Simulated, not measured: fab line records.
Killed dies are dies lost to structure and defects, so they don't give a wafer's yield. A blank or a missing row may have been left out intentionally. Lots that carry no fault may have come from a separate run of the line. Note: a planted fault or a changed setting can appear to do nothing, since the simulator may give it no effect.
Struck lot and sound lot, side by side ; flow n5-finfet ; 15 steps out of a route of 1938
Sound: the wafers L918.1, L918.3, L918.4. Struck: wafers L934.3, L934.5, L934.6. The cause comes at the end.
Per side, at each step with rows, come the tool, then ch with its chambers, and then its first start. Under that, the readings that differ: sound wafers ; struck wafers ; difference of the means ; sigmas: that difference in standard deviations of wafers without a fault.
alike: words and numbers the same on both sides, and readings whose means are apart by under 2 such deviations; not compared: readings that were withheld, readings missing a value for some wafer, numbers with overlapping values and no deviation given by the record, and bounds like >300 which may hide the same value.
A row with sigmas, a row that says differs or no value, or rows on one side alone: a step with any of these is where the two part. Numbers that don't overlap but have no deviation are shown without sigmas and don't part them. Lack of a reading on every wafer of one side parts them only where that side has two or more wafers.

first, 2 steps without rows for these wafers: N5_DUMMY_GATE_PRECLEAN_00 (cleans in O3/DIW, time 60 s); N5_DUMMY_GATE_SRD_01 (time 30 s).
N5_DUMMY_GATE_ALD_02: deposits SiO2, target thk 2 nm, pulse time 1 s.
  sound on ald-sin-02 ch 1,2,3, day 4 01:23; struck on ald-sin-03 ch 0,3, day 8 01:42
  alike: heater-power-w, precursor-pulse-height-rel
  not compared: since-wet-clean-h
then, 3 steps without rows for these wafers: N5_DUMMY_GATE_CVD_03 (deposits a-Si from SiH4, target thk 150 nm, time 8042 s); N5_DUMMY_GATE_PRECLEAN_46 (cleans in DIW, time 89.5 s); N5_DUMMY_GATE_SRD_47 (dry time 32 s).
N5_DUMMY_GATE_CMP_04: polishes a-Si.
  sound on cmp-04 ch 1,2,3, day 4 05:14; struck on cmp-02 ch 2,3, day 8 05:32
reading;sound;struck;difference;sigmas
time-to-endpoint-s (s);18.2 15.0 16.3;12.4 6.8 10.1;-6.7;-2
  alike: motor-current-A, retaining-ring-pressure-frac
N5_DUMMY_GATE_THK_MEAS_05:
  struck on film-metro-02, day 8 05:47; sound on film-metro-01, day 4 05:28
  alike: thk-nm
then, 4 steps without rows for these wafers: N5_DUMMY_GATE_HM_DEP_06 (deposits SiNx from DCS/NH3, target thk 80 nm, time 5141 s); N5_DUMMY_GATE_PECVD_30 (deposits SiO2 from TEOS/O2, target thk 55 nm, time 10.8 s); N5_DUMMY_GATE_COAT_34 (time 60 s, resist thk 60 nm); N5_DUMMY_GATE_COAT_35 (time 60 s, resist thk 10 nm).
N5_DUMMY_GATE_COAT_28: time 60 s, resist thk 10 nm.
  sound on litho-track-01 ch 0, day 4 09:31; struck on litho-track-03 ch 0, day 8 09:49
reading;sound;struck;difference;sigmas
heater-power-total-W (W);389.8 392.9 389.8;364.2 362.9 368.3;-25.7;-20
plate-temp-C (C);205.15 205.22 205.39;193.80 194.18 194.03;-11.25;-70
then, 1 step without rows for these wafers: N5_DUMMY_GATE_COAT_09 (resist thk 30 nm).
N5_PASSIVATION_PROBE_49:
  sound wafers here have rows in the record (prober-01, day 14 16:53); struck ones have none

## WHERE THEY PART
At N5_DUMMY_GATE_CMP_04 first; at N5_PASSIVATION_PROBE_49 last (within this record only).

WHY: the cause the simulator had injected
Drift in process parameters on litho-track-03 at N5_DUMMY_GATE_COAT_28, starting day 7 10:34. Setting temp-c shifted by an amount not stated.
